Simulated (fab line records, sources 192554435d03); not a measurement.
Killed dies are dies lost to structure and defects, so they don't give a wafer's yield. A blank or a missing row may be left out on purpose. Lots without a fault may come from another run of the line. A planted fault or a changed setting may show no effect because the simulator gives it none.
fab line records | flow n5_finfet | part 1 of 2: steps 1 to 20 of 30
record lots=5 wafers=15 last_day=17
route steps=1938 shown BEOL_M2@886
lots that met no fault: from a run of the same line without faults
start_h: hours from the record's first day to the start of the lot's first wafer shown | wait_h: hours since the lot's step before | " the same as in the row above | L1.1+2: a row that stands for several wafers | - no value, or no start given | * or withheld: withheld | < > ~ a bound
route shown NAME@n: a module of which the file shows steps, and the number in the route of the first | usual: mean/standard deviation of fault-free wafers | same: alike in all rows | chamber/n: place in a boat | sites: the reading at each site | _std_site: their standard deviation | _edge_site: outer sites' mean less inner sites' | radius_mm: how far each site lies from the wafer's centre | mask NAME#n: copy n | behind: the tool/chamber that last shaped the wafer | hold: why the lot was held/for how many hours/how that ended | device: the transistor (n, p or np) that didn't switch | end of line: the same wafers' tests at the end of the route | a step without rows: its recipe alone | killed: dies lost to structure and defects at the first sort, not the wafer's yield | map: a wafer's dies, x killed, . not, _ none there
set.NAME: the setting as run; set.NAME@STEP: as run at that earlier step | model.NAME: the simulator's own value behind a step, which no gauge read
lots at some steps of the route; a table a step, a row a wafer
services: from which hour (start_h, from the record's first day; less than 0 if before it) a tool's chamber was out of use, for how many hours, and why
## steps
# step N5_BEOL_M2_STRIP_78
# recipe chemistry=N2/H2 temp_c=40 n2_flow_sccm=200 h2_flow_sccm=200 rf_frequency_hz=6e+07
# columns lot.wafer tool chamber start_h wait_h
L074.4+5+6 rie_diel-01 1,2,1 155.60 0.0
L080.2+4+6 rie_diel-03 1,1,3 173.62 0.0
L086.2+3+6 rie_diel-01 1,3,2 225.39 0.0
L087.1+2+5 rie_diel-03 3,2,0 230.78 0.0
L091.2+3+5 rie_diel-03 3,2,0 256.46 0.0
# step N5_BEOL_M2_VIA_ETCH_34
# recipe chemistry=C4F6/O2 target_depth_a=694 mask_material=SOC pressure_mtorr=15 ion_energy_ev=250 taper_deg=4 time_s=65.9 source_w=350 bias_w=170 Ar_flow_sccm=300 C4F6_flow_sccm=10 O2_flow_sccm=10
# usual bias_w=170.0/0.47 drypump_motor_current_A=5.8/0.35 oes_product_au=0.79/0.078 rf_fwd_power_W=346.8/1.3 rf_vpp_V=665/6.4 showerhead_plenum_p_Torr=2.81/0.094 throttle_valve_pct=30.73/0.29
# columns lot.wafer tool chamber start_h wait_h bias_w drypump_motor_current_A oes_product_au rf_fwd_power_W rf_hours_counter_h rf_vpp_V showerhead_plenum_p_Torr throttle_valve_pct
L074.4 rie_diel-01 1 155.61 0.0 170.5 6.0 0.69 346.3 221 667 2.80 30.63
L074.5 " 2 " " 169.5 6.2 0.72 346.0 - 667 2.83 30.63
L074.6 " 1 " " 170.3 6.0 0.69 346.3 - 665 2.80 30.64
L080.2 rie_diel-03 1 173.63 0.0 170.0 6.4 0.96 346.8 6 659 2.79 30.36
L080.4 " 1 " " 169.2 6.4 0.96 346.3 - 659 2.79 30.37
L080.6 " 3 " " 170.7 5.9 0.76 346.8 - 656 2.73 31.00
L086.2 rie_diel-01 1 225.40 0.0 170.6 5.9 0.68 347.3 244 666 2.79 30.65
L086.3 " 3 " " 169.1 5.7 0.76 346.0 136 661 2.73 30.98
L086.6 " 2 " " 169.5 6.2 0.69 347.8 - 666 2.82 30.68
L087.1 rie_diel-03 3 230.79 0.0 170.3 5.9 0.74 346.0 183 656 2.72 31.03
L087.2 " 2 " " 170.3 5.5 0.75 347.9 160 666 2.95 31.07
L087.5 " 0 " " 170.4 5.1 0.90 346.5 - 675 2.78 30.55
L091.2 rie_diel-03 3 256.47 0.0 170.5 5.9 0.73 346.4 194 656 2.72 31.01
L091.3 " 2 " " 169.9 5.5 0.75 350.6 171 665 2.94 31.10
L091.5 " 0 " " 169.5 5.0 0.89 346.8 - 674 2.77 30.59
# step N5_BEOL_M2_STRIP_83
# recipe chemistry=C4F6/O2 resist=SiARC rf_frequency_hz=6e+07
# columns lot.wafer tool chamber start_h wait_h
L074.4+5+6 rie_diel-01 1,2,1 155.66 0.0
L080.2+4+6 rie_diel-03 1,1,3 173.68 0.0
L086.2+3+6 rie_diel-01 1,3,2 225.45 0.0
L087.1+2+5 rie_diel-03 3,2,0 230.84 0.0
L091.2+3+5 rie_diel-03 3,2,0 256.52 0.0
# step N5_BEOL_M2_STRIP_36
# recipe chemistry=N2/H2 power_w=450 temp_c=40 pressure_mtorr=20 rf_frequency_hz=6e+07 overash_fraction=0.3 bias_power_w=7 h2_frac=0.5 n2_flow_sccm=200 h2_flow_sccm=200
# usual drypump_motor_current_A=5.8/0.35 oes_product_au=0.79/0.08 rf_vpp_V=59.2/1.3 showerhead_plenum_p_Torr=2.51/0.083 throttle_valve_pct=23.66/0.25
# columns lot.wafer tool chamber start_h wait_h drypump_motor_current_A oes_product_au rf_hours_counter_h rf_vpp_V showerhead_plenum_p_Torr throttle_valve_pct
L074.4 rie_diel-01 1 155.67 0.0 6.0 0.69 222 59.0 2.52 23.52
L074.5 " 2 " " 6.2 0.72 - 59.6 2.52 23.57
L074.6 " 1 " " 6.0 0.69 - 59.1 2.52 23.52
L080.2 rie_diel-03 1 173.69 0.0 6.4 0.96 6 58.2 2.50 23.25
L080.4 " 1 " " 6.4 0.97 - 60.3 2.50 23.26
L080.6 " 3 " " 5.9 0.75 - 57.0 2.43 24.07
L086.2 rie_diel-01 1 225.46 0.0 6.0 0.67 244 57.8 2.51 23.55
L086.3 " 3 " " 5.8 0.76 136 59.1 2.44 23.87
L086.6 " 2 " " 6.2 0.70 - 59.0 2.51 23.64
L087.1 rie_diel-03 3 230.85 0.0 6.0 0.75 183 60.0 2.43 24.13
L087.2 " 2 " " 5.5 0.75 160 58.6 2.64 23.85
L087.5 " 0 " " 5.1 0.92 - 59.3 2.49 23.56
L091.2 rie_diel-03 3 256.53 0.0 5.9 0.74 194 57.5 2.42 24.11
L091.3 " 2 " " 5.5 0.75 171 61.1 2.64 23.87
L091.5 " 0 " " 5.1 0.89 - 57.4 2.48 23.59
# step N5_BEOL_M2_TRENCH_ETCH_37
# recipe chemistry=C4F6/O2 target_depth_a=555.55 target=SiOC time_s=29.2 ion_energy_ev=250 pressure_mtorr=30 source_w=355 bias_w=185 Ar_flow_sccm=300 C4F6_flow_sccm=10 O2_flow_sccm=10
# usual bias_w=185.0/0.48 drypump_motor_current_A=5.8/0.35 oes_product_au=0.79/0.077 rf_fwd_power_W=349.7/1.8 rf_vpp_V=666/6.7 showerhead_plenum_p_Torr=2.82/0.094 throttle_valve_pct=20.85/0.27
# columns lot.wafer tool chamber start_h wait_h bias_w drypump_motor_current_A oes_product_au rf_fwd_power_W rf_hours_counter_h rf_vpp_V showerhead_plenum_p_Torr throttle_valve_pct
L074.4 rie_diel-01 1 - - 184.5 6.0 0.69 351.1 222 666 2.81 20.86
L074.5 " 2 " " 184.5 6.2 0.71 350.2 - 667 2.83 20.75
L074.6 " 1 " " 184.9 6.0 0.69 350.0 - 666 2.81 20.83
L080.2 rie_diel-03 1 - - 184.0 6.4 0.96 350.0 6 658 2.80 20.43
L080.4 " 1 " " 184.6 6.4 0.96 348.6 - 659 2.80 20.44
L080.6 " 3 " " 185.3 5.9 0.77 351.4 - 656 2.74 21.08
L086.2 rie_diel-01 1 - - 185.6 6.0 0.67 348.9 244 666 2.80 20.90
L086.3 " 3 " " 185.2 5.7 0.76 348.3 136 662 2.74 21.02
L086.6 " 2 " " 184.5 6.2 0.70 350.7 - 667 2.82 20.80
L087.1 rie_diel-03 3 - - 184.6 5.9 0.74 348.9 184 656 2.73 21.12
L087.2 " 2 " " 184.7 5.5 0.75 351.2 160 667 2.95 21.19
L087.5 " 0 " " 184.7 5.1 0.90 350.4 - 674 2.78 20.69
L091.2 rie_diel-03 3 - - 185.1 5.9 0.73 350.0 194 655 2.72 21.12
L091.3 " 2 " " 185.7 5.5 0.74 350.4 171 666 2.95 21.25
L091.5 " 0 " " 185.6 5.1 0.88 348.7 - 676 2.78 20.70
# step N5_BEOL_M2_ETCH_41
# recipe chemistry=CH3F/O2 target=SiCN target_depth_a=299 taper_deg=2 time_s=52.5 ion_energy_ev=120 mask_material=TiN pressure_mtorr=30 source_w=395 bias_w=75 Ar_flow_sccm=150 CH3F_flow_sccm=30 O2_flow_sccm=20
# usual bias_w=75.02/0.21 drypump_motor_current_A=5.8/0.35 oes_product_au=0.79/0.078 rf_fwd_power_W=390.7/1.6 rf_vpp_V=296.9/1.5 showerhead_plenum_p_Torr=1.98/0.068 throttle_valve_pct=16.31/0.26
# columns lot.wafer tool chamber start_h wait_h bias_w drypump_motor_current_A oes_product_au rf_fwd_power_W rf_hours_counter_h rf_vpp_V showerhead_plenum_p_Torr throttle_valve_pct
L074.4 rie_diel-01 1 - - 74.77 6.0 0.68 392.6 222 296.9 1.97 16.38
L074.5 " 2 " " 74.62 6.2 0.72 391.9 - 297.0 1.99 16.26
L074.6 " 1 " " 74.94 6.0 0.69 391.5 - 296.6 1.97 16.39
L080.2 rie_diel-03 1 - - 74.90 6.3 0.96 392.9 6 295.2 1.96 15.89
L080.4 " 1 " " 74.99 6.3 0.97 392.1 - 296.8 1.96 15.90
L080.6 " 3 " " 74.83 5.9 0.76 391.1 - 295.6 1.92 16.54
L086.2 rie_diel-01 1 - - 75.16 5.9 0.67 391.3 244 296.0 1.96 16.43
L086.3 " 3 " " 74.99 5.7 0.76 389.8 136 295.4 1.92 16.48
L086.6 " 2 " " 74.76 6.2 0.69 392.7 - 295.8 1.98 16.31
L087.1 rie_diel-03 3 - - 74.97 5.9 0.75 390.9 184 295.3 1.91 16.56
L087.2 " 2 " " 74.87 5.5 0.76 392.5 160 298.3 2.08 16.66
L087.5 " 0 " " 75.25 5.1 0.91 392.4 - 296.0 1.95 16.14
L091.2 rie_diel-03 3 - - 74.88 5.9 0.73 390.9 194 296.0 1.91 16.58
L091.3 " 2 " " 75.00 5.4 0.75 391.4 171 299.5 2.07 16.67
L091.5 " 0 " " 75.16 5.1 0.89 389.8 - 295.8 1.95 16.15
# step N5_BEOL_M2_STRIP_97
# recipe chemistry=N2/H2 time_s=10 power_w=450 temp_c=40 pressure_mtorr=20 rf_frequency_hz=6e+07 bias_power_w=7 n2_flow_sccm=200 h2_flow_sccm=200
# usual drypump_motor_current_A=5.8/0.34 oes_product_au=0.79/0.079 rf_vpp_V=59.1/0.82 showerhead_plenum_p_Torr=2.51/0.083 throttle_valve_pct=23.66/0.25
# columns lot.wafer tool chamber start_h wait_h drypump_motor_current_A oes_product_au rf_hours_counter_h rf_vpp_V showerhead_plenum_p_Torr throttle_valve_pct
L074.4 rie_diel-01 1 - - 6.0 0.70 222 58.6 2.52 23.51
L074.5 " 2 " " 6.2 0.72 - 59.2 2.52 23.62
L074.6 " 1 " " 6.0 0.69 - 59.8 2.51 23.53
L080.2 rie_diel-03 1 - - 6.4 0.96 6 60.4 2.50 23.25
L080.4 " 1 " " 6.4 0.96 - 58.0 2.50 23.25
L080.6 " 3 " " 5.9 0.76 - 58.8 2.43 24.07
L086.2 rie_diel-01 1 - - 6.0 0.67 244 59.4 2.51 23.56
L086.3 " 3 " " 5.8 0.77 136 59.7 2.44 23.90
L086.6 " 2 " " 6.2 0.69 - 59.2 2.51 23.64
L087.1 rie_diel-03 3 - - 5.9 0.74 184 59.6 2.43 24.09
L087.2 " 2 " " 5.5 0.75 160 60.6 2.65 23.87
L087.5 " 0 " " 5.1 0.91 - 59.6 2.49 23.55
L091.2 rie_diel-03 3 - - 5.9 0.72 194 61.1 2.42 24.12
L091.3 " 2 " " 5.5 0.74 171 59.0 2.64 23.88
L091.5 " 0 " " 5.1 0.88 - 58.8 2.49 23.58
# step N5_BEOL_M2_OCD_MEAS_38
# usual trench_depth_nm=55.5/0.87
# columns lot.wafer tool chamber start_h wait_h trench_depth_nm
L074.4 ocd-01 - 155.87 - 56.0
L074.5 " - " " 54.9
L074.6 " - " " 55.7
L080.2 ocd-02 - 173.88 - 56.6
L080.4 " - " " 56.4
L080.6 " - " " 55.1
L086.2 ocd-02 - 225.66 - 55.2
L086.3 " - " " 56.1
L086.6 " - " " 54.2
L087.1 ocd-02 - 231.04 - 54.1
L087.2 " - " " 54.4
L087.5 " - " " 55.5
L091.2 ocd-02 - 256.72 - 55.3
L091.3 " - " " 55.7
L091.5 " - " " 56.0
# step N5_BEOL_M2_HM_STRIP_39
# recipe chemistry=peroxide_tin_strip material=TiN target_depth_a=250 temp_c=50 time_s=158
# usual bath_guard_temp_C=49.9/0.51
# columns lot.wafer tool chamber start_h wait_h bath_guard_temp_C
L074.4 wet_bench-02 5 155.90 0.0 50.6
L074.5 " 3 " " 49.8
L074.6 " 1 " " 51.1
L080.2 wet_bench-04 1 173.95 0.1 50.0
L080.4 " 4 " " 50.5
L080.6 " 2 " " 49.9
L086.2 wet_bench-04 1 225.71 0.0 49.9
L086.3 " 0 " " 49.6
L086.6 " 2 " " 49.7
L087.1 wet_bench-02 5 231.08 0.0 50.7
L087.2 " 3 " " 49.6
L087.5 " 2 " " 48.8
L091.2 wet_bench-04 0 256.75 0.0 49.7
L091.3 " 7 " " 50.1
L091.5 " 3 " " 51.1
# step N5_BEOL_M2_SRD_40
# recipe time_s=30 temp_c=23 rinse_liquid=diw dry=ipa_marangoni
# usual do_supply_ppb=10.00/0.095
# columns lot.wafer tool chamber start_h wait_h do_supply_ppb
L074.4 wet_bench-02 5 155.94 0.0 10.00
L074.5 " 3 " " 10.18
L074.6 " 1 " " 10.00
L080.2 wet_bench-04 1 174.00 0.0 9.90
L080.4 " 4 " " 10.01
L080.6 " 2 " " 10.09
L086.2 wet_bench-04 1 225.75 0.0 10.05
L086.3 " 0 " " 10.02
L086.6 " 2 " " 10.04
L087.1 wet_bench-02 5 231.12 0.0 10.12
L087.2 " 3 " " 9.90
L087.5 " 2 " " 10.11
L091.2 wet_bench-04 0 256.80 0.0 9.99
L091.3 " 7 " " 10.00
L091.5 " 3 " " 9.92
# step N5_BEOL_M2_PRECLEAN_42
# recipe chemistry=residue_remover time_s=60 temp_c=40
# usual bath_guard_temp_C=39.9/0.49
# columns lot.wafer tool chamber start_h wait_h bath_guard_temp_C
L074.4 wet_bench-02 5 155.96 0.0 40.2
L074.5 " 3 " " 39.6
L074.6 " 1 " " 40.8
L080.2 wet_bench-04 1 174.02 0.0 39.8
L080.4 " 4 " " 40.2
L080.6 " 2 " " 39.9
L086.2 wet_bench-04 1 225.77 0.0 39.6
L086.3 " 0 " " 39.9
L086.6 " 2 " " 39.8
L087.1 wet_bench-02 5 231.14 0.0 40.3
L087.2 " 3 " " 39.5
L087.5 " 2 " " 39.0
L091.2 wet_bench-04 0 256.81 0.0 39.3
L091.3 " 7 " " 40.3
L091.5 " 3 " " 40.7
# step N5_BEOL_M2_SRD_43
# recipe time_s=30 temp_c=23 rinse_liquid=diw dry=ipa_marangoni
# usual do_supply_ppb=9.98/0.095
# columns lot.wafer tool chamber start_h wait_h do_supply_ppb
L074.4 wet_bench-02 5 155.98 0.0 10.04
L074.5 " 3 " " 9.93
L074.6 " 1 " " 9.98
L080.2 wet_bench-04 1 174.04 0.0 10.01
L080.4 " 4 " " 9.90
L080.6 " 2 " " 9.78
L086.2 wet_bench-04 1 225.79 0.0 9.93
L086.3 " 0 " " 10.10
L086.6 " 2 " " 9.93
L087.1 wet_bench-02 5 231.16 0.0 10.00
L087.2 " 3 " " 10.04
L087.5 " 2 " " 10.04
L091.2 wet_bench-04 0 256.83 0.0 9.90
L091.3 " 7 " " 10.12
L091.5 " 3 " " 10.10
# step N5_BEOL_M2_CD_MEAS_35
# recipe target_cd_nm=18 target_cd_y_nm=22.2 polarity=opening
# usual cd_nm=18.07/0.29
# columns lot.wafer tool chamber start_h wait_h cd_nm
L074.4 cd_sem-03 - 156.02 0.0 17.26
L074.5 " - " " 17.82
L074.6 " - " " 17.64
L080.2 cd_sem-02 - 174.08 0.0 18.67
L080.4 " - " " 18.38
L080.6 " - " " 17.84
L086.2 cd_sem-03 - 225.83 0.0 17.63
L086.3 " - " " 17.98
L086.6 " - " " 17.85
L087.1 cd_sem-01 - 231.20 0.0 18.09
L087.2 " - " " 18.43
L087.5 " - " " 18.08
L091.2 cd_sem-01 - 256.88 0.0 18.40
L091.3 " - " " 18.45
L091.5 " - " " 18.23
# step N5_BEOL_M2_DEGAS_44
# recipe ambient=vacuum temp_c=250 time_s=60
# usual heater_power_w=332/35
# columns lot.wafer tool chamber start_h wait_h heater_power_w
L074.4 pvd_sputter-02 - 156.36 0.3 291
L074.5 " - " " 306
L074.6 " - " " 295
L080.2 pvd_sputter-03 - 174.34 0.3 336
L080.4 " - " " 351
L080.6 " - " " 346
L086.2 pvd_sputter-03 - 226.12 0.3 331
L086.3 " - " " 363
L086.6 " - " " 333
L087.1 pvd_sputter-03 - 231.57 0.4 352
L087.2 " - " " 340
L087.5 " - " " 357
L091.2 pvd_sputter-02 - 257.02 0.1 306
L091.3 " - " " 368
L091.5 " - " " 313
# step N5_BEOL_M2_PRE_CLEAN_45
# recipe gas=H2/He time_s=30 temp_c=250
# usual heater_power_w=333/35
# columns lot.wafer tool chamber start_h wait_h heater_power_w
L074.4 pvd_sputter-02 - 156.40 0.0 289
L074.5 " - " " 304
L074.6 " - " " 299
L080.2 pvd_sputter-03 - 174.38 0.0 337
L080.4 " - " " 353
L080.6 " - " " 353
L086.2 pvd_sputter-03 - 226.16 0.0 337
L086.3 " - " " 359
L086.6 " - " " 332
L087.1 pvd_sputter-03 - 231.61 0.0 348
L087.2 " - " " 328
L087.5 " - " " 351
L091.2 pvd_sputter-02 - 257.06 0.0 308
L091.3 " - " " 361
L091.5 " - " " 311
# step N5_BEOL_M2_ALD_84
# recipe material=TaN target_thk_a=* temp_c=275 ald_precursor_family=PDMAT ald_co_reactant=NH3 pressure_torr=3 carrier_flow_sccm=1500 pulse_time_s=2 purge_time_s=3 co_reactant_purge_time_s=2 co_reactant_pulse_time_s=3 ald_cycles=30 precursor_vessel_temp_c=75 precursor_vessel_pressure_torr=26.25 precursor_vessel_carrier_sccm=1000
# usual heater_power_w=403/41 precursor_vessel_pressure_torr=26.24/0.052
# columns lot.wafer tool chamber start_h wait_h heater_power_w precursor_vessel_pressure_torr
L074.4 ald_metal-02 1 156.46 0.0 427 26.21
L074.5 " 2 " " 379 26.21
L074.6 " 3 " " 372 26.30
L080.2 ald_metal-03 3 174.44 0.0 451 26.24
L080.4 " 1 " " 466 26.35
L080.6 " 2 " " 402 26.25
L086.2 ald_metal-03 1 226.24 0.1 485 26.26
L086.3 " 0 " " 336 26.18
L086.6 " 1 " " 480 26.27
L087.1 ald_metal-02 2 231.78 0.2 383 26.29
L087.2 " 0 " " 389 26.28
L087.5 " 3 " " 368 26.29
L091.2 ald_metal-03 1 257.13 0.0 465 26.30
L091.3 " 0 " " 331 26.23
L091.5 " 3 " " 457 26.27
# step N5_BEOL_M2_SURFACE_TREAT_85
# recipe gas=Ar time_s=* ion_energy_ev=* ion_current_ma_cm2=0.5 pressure_mtorr=* ar_flow_sccm=30
# usual ar_flow_sccm=30.01/0.094 throttle_valve_pct=*
# columns lot.wafer tool chamber start_h wait_h ar_flow_sccm throttle_valve_pct
L074.4 pvd_sputter-02 - 156.69 0.1 29.97 *
L074.5 " - " " 30.06 *
L074.6 " - " " 30.10 *
L080.2 pvd_sputter-01 - 174.71 0.2 29.96 *
L080.4 " - " " 30.00 *
L080.6 " - " " 30.21 *
L086.2 pvd_sputter-02 - 226.51 0.2 30.05 *
L086.3 " - " " 29.93 *
L086.6 " - " " 30.12 *
L087.1 pvd_sputter-03 - 232.06 0.2 30.11 *
L087.2 " - " " 30.13 *
L087.5 " - " " 30.00 *
L091.2 pvd_sputter-03 - 257.40 0.2 30.00 *
L091.3 " - " " 30.11 *
L091.5 " - " " 30.06 *
# step N5_BEOL_M2_CVD_47
# recipe material=Co target_thk_a=30 temp_c=withheld precursor=CCTBA/H2 pressure_torr=30 time_s=223.8
# columns lot.wafer tool chamber start_h wait_h
L074.4+5+6 cvd_co-02 1,0,2 156.82 0.1
L080.2+4+6 cvd_co-01 2,1,2 174.77 0.0
L086.2+3+6 cvd_co-02 2,1,0 226.80 0.3
L087.1+2+5 cvd_co-01 0,2,0 232.14 0.1
L091.2+3+5 cvd_co-01 1,0,1 257.53 0.1
# step N5_BEOL_M2_SPUTTER_48
# recipe material=Cu target_thk_a=45 temp_c=-20 chamber_pressure_pa=0.07 power_w=withheld time_s=8.29
# usual throttle_valve_pct=30.1/1.1
# columns lot.wafer tool chamber start_h wait_h throttle_valve_pct
L074.4 pvd_sputter-01 - 156.98 0.1 31.9
L074.5 " - " " 32.1
L074.6 " - " " 29.6
L080.2 pvd_sputter-02 - 175.05 0.2 30.6
L080.4 " - " " 28.4
L080.6 " - " " 28.3
L086.2 pvd_sputter-02 - 228.48 1.6 29.5
L086.3 " - " " 31.3
L086.6 " - " " 30.6
L087.1 pvd_sputter-01 - 233.66 1.5 29.5
L087.2 " - " " 31.8
L087.5 " - " " 32.1
L091.2 pvd_sputter-03 - 257.72 0.1 31.2
L091.3 " - " " 30.1
L091.5 " - " " 28.6
# step N5_BEOL_M2_ANNEAL_49
# recipe temp_c=400 time_s=240 ambient=vacuum
# usual heater_power_w=823/93
# columns lot.wafer tool chamber start_h wait_h heater_power_w
L074.4 pvd_sputter-01 - 157.06 0.0 724
L074.5 " - " " 719
L074.6 " - " " 935
L080.2 pvd_sputter-02 - 175.13 0.0 757
L080.4 " - " " 784
L080.6 " - " " 794
L086.2 pvd_sputter-02 - 228.56 0.0 733
L086.3 " - " " 891
L086.6 " - " " 759
L087.1 pvd_sputter-01 - 233.74 0.0 922
L087.2 " - " " 726
L087.5 " - " " 736
L091.2 pvd_sputter-03 - 257.80 0.0 848
L091.3 " - " " 788
L091.5 " - " " 891
